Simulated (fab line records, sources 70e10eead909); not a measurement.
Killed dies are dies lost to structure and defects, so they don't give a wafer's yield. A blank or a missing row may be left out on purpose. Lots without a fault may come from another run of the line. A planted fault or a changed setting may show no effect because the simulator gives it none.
Chamber matching | flow nand_harc | NHARC_P_M1_DEP_33 on pecvd-01: 3 sister chambers
The step deposits SiCN, target thk 30 nm. 20 wafers are shown with their chamber, then 10 later ones without.

WAFERS WITH THEIR CHAMBER
wafer  | chamber | heater_power_w (W) | chamber_pressure_Torr (Torr)
L078.1 | 1       | 714                | 2.992
L078.3 | 0       | 497                | 3.006
L078.4 | 1       | 708                | 2.991
L079.1 | 0       | 580                | 2.998
L079.5 | 1       | 662                | 2.997
L079.6 | 0       | 569                | 2.990
L080.2 | 2       | 618                | 3.014
L080.3 | 0       | 532                | 2.997
L080.6 | 1       | 581                | 2.993
L081.1 | 1       | 640                | 2.993
L081.4 | 0       | 548                | 2.995
L081.6 | 2       | 577                | 3.007
L084.1 | 1       | 705                | 2.993
L084.4 | 0       | 560                | 3.001
L084.6 | 1       | 696                | 3.002
L085.1 | 1       | 684                | 2.997
L085.3 | 0       | 539                | 2.994
L085.4 | 1       | 703                | 3.001
L089.3 | 0       | 522                | 2.990
L089.4 | 0       | 521                | 3.005

SIGNATURES (means of the wafers above)
reading               | chamber 0 | chamber 1 | chamber 2 | scatter within a chamber
heater_power_w        | 540.89    | 677.00    | 597.50    | 35.4
chamber_pressure_Torr | 2.99733   | 2.99544   | 3.01050   | 0.005
Rule: a wafer's distance from a chamber is the root of the sum, over the readings, of the square of ((its reading less the chamber's mean) divided by the reading's scatter). The wafer belongs to the nearest chamber; if the next one is less than 2 further off, it can't be placed. The scatter: the root of (the sum of the squares of (reading less its chamber's mean) over the shown wafers, divided by (wafers less chambers)).

WAFERS WITHOUT THEIR CHAMBER
wafer  | heater_power_w (W) | chamber_pressure_Torr (Torr)
L089.6 | 503                | 3.004
L088.1 | 602                | 3.006
L088.2 | 614                | 3.010
L088.4 | 519                | 3.009
L090.1 | 578                | 2.993
L090.3 | 646                | 3.008
L090.5 | 568                | 2.990
L097.2 | 706                | 3.003
L097.4 | 561                | 3.003
L097.6 | 656                | 3.002

WHICH CHAMBER EACH WENT THROUGH
wafer  | from the rows above          | in truth
L089.6 | can't be placed: 0 or 2      | 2
L088.1 | can't be placed: 2 or 0      | 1
L088.2 | 2                            | 2
L088.4 | can't be placed: 2 or 0      | 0
L090.1 | can't be placed: 0 or 1      | 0
L090.3 | can't be placed: 2 or 1      | 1
L090.5 | can't be placed: 0 or 1      | 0
L097.2 | can't be placed: 1 or 2      | 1
L097.4 | can't be placed: 0 or 2      | 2
L097.6 | can't be placed: 1 or 2 or 0 | 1
Placed correctly: 1 of 10. Can't be placed from these rows: 9 (the true chamber is among the candidates in 8). Placed wrongly: 0.
